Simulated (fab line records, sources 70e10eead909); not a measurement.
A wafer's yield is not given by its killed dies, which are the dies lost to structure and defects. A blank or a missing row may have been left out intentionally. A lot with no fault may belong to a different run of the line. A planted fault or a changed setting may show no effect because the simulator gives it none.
A lot that was struck, set against a sound lot | flow nand_harc | 14 steps out of a route of 1159
Sound: wafers L956.1, L956.3, L956.4. Struck: wafer L962.2. (L962.1, L962.3 of the same lot were not struck and are left out.) The cause comes at the end.
For every step that has rows: the tool of each side, followed by ch and its chambers, followed by its first start. Under that, the readings that differ: sound wafers | struck wafers | difference of the means | sigmas: that difference in standard deviations of wafers without a fault.
alike: a reading whose means differ by less than 2 such deviations, as well as words and numbers matching on both sides. not compared: withheld readings; readings where some wafer has no value; bounds like >300 that might hide an equal value; numbers whose values overlap and for which the record gives no deviation.
Wherever a step has rows on one side only, a row that says differs or no value, or a row with sigmas, the two part there. Numbers that don't overlap but have no deviation are shown without sigmas and don't part them. Lack of a reading on every wafer of one side parts them only where that side has two or more wafers.

first, 2 steps without rows for these wafers: NHARC_A_SOURCE_PLATE_SRD_01; NHARC_A_SOURCE_PLATE_OXIDE_02 (material SiO2, target thk 10 nm, ox time 1362 s).
NHARC_A_SOURCE_PLATE_THK_MEAS_09: measures by ellipsometry.
  sound on film_metro-02, day 7 16:36; struck on film_metro-02, day 9 07:29
  alike: thk_nm
then, 3 steps without rows for these wafers: NHARC_A_SOURCE_PLATE_PVD_04 (deposits WSi2, target thk 50 nm); NHARC_A_SOURCE_PLATE_CVD_03 (deposits poly-Si, target thk 200 nm, time 4000 s); NHARC_A_SOURCE_PLATE_ANNEAL_05 (time 1800 s).
NHARC_A_SOURCE_PLATE_THK_MEAS_06: measures by ellipsometry.
  sound on film_metro-01, day 8 05:49; struck on film_metro-01, day 9 18:10
  alike: thk_nm
NHARC_A_SOURCE_PLATE_INSPECT_08:
  sound on defect_inspect-02, day 8 05:54; struck on defect_inspect-02, day 9 18:14
  alike: raw_defect_count
next comes 1 step that has no rows for these wafers: NHARC_A_ONON_D1_DEP_00 (target thickness 1000 nm).
NHARC_A_ONON_D1_THK_MEAS_02: measures by ellipsometry.
  sound on film_metro-01, day 8 06:28; struck on film_metro-01, day 9 18:48
  alike: thk_nm
NHARC_A_ONON_D1_DEP_03: target thk 1000 nm.
  sound on pecvd_onon-02 ch 0, day 8 06:32; struck on pecvd_onon-02 ch 0, day 9 18:52
  alike: n2_flow_sccm, n2o_flow_sccm
NHARC_A_ONON_D1_THK_MEAS_05: measures by ellipsometry.
  sound on film_metro-02, day 8 07:02; struck on film_metro-02, day 9 19:22
  reading     | sound          | struck | difference | sigmas
  thk_nm (nm) | 1018 1017 1018 | 706    | -312       | -28
next comes 1 step that has no rows for these wafers: NHARC_A_ONON_D1_DEP_06 (target thickness 1000 nm).
-- the record jumps here: 12 days lie between the struck wafers' starts before and after (it left off in module A_ONON_D1 and takes up again in module END, whose first step shown is number 1159 of the route) --
NHARC_END_SORT_01:
  only the struck wafers appear in the record here, on prober-01 ch 0 at day 21 10:17; the sound ones have no rows

== WHERE THEY PART ==
Last at NHARC_END_SORT_01 as far as this record goes, first at NHARC_A_ONON_D1_THK_MEAS_05.

WHY: the cause the simulator had injected
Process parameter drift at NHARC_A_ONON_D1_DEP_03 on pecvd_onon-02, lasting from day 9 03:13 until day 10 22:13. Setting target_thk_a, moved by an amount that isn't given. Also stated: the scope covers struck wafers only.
